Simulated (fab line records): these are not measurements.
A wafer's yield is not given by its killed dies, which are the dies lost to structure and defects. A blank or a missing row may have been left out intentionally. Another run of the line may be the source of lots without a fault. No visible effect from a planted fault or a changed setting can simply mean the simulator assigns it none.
Which tool was responsible?	flow nand_harc	at 1 step of a route of 1159, 7 lots with 21 wafers sampled

== WHAT THE GAUGES SHOWED, per wafer ==
NHARC_A_SGD_CUT_INSPECT_11.
lot	measured	on	raw_defect_count
L427	day 14 11:44	defect_inspect-02	12 7 16
L425	day 14 13:14	defect_inspect-01	5 5 8
L429	day 15 14:20	defect_inspect-02	29 26 21
L438	day 17 17:04	defect_inspect-01	12 15 14
L441	day 18 06:05	defect_inspect-02	13 13 10
L443	day 19 09:57	defect_inspect-01	11 14 11
L445	day 19 20:46	defect_inspect-02	14 18 18

== EACH LOT AND THE TOOL THAT RAN IT (in order: tool; ch and the chambers of the sampled wafers; start) ==
Record: no process step prior to these readings.

== THE ANSWER, worked out from the rows above alone ==
Rule: the usual values come from the lots themselves. Put in order of their means at a reading, lots are off if they are a third of the lots or fewer, leave a main group of 4 or more, and stand apart from it by a gap of 3 or more times the standard deviation of the main group's means; of several such gaps the widest counts. If all means in a main group match to the digits the tables above print for the reading, that group is not used. A lot without any number at a reading at which 4 lots or more have one is off too. Where the step has rows for the other lots, those lots are counted as sound.
Across all readings shown, no lot is off: no conclusion can be drawn from this.

== WHAT WAS PUT IN BY THE SIMULATOR ==
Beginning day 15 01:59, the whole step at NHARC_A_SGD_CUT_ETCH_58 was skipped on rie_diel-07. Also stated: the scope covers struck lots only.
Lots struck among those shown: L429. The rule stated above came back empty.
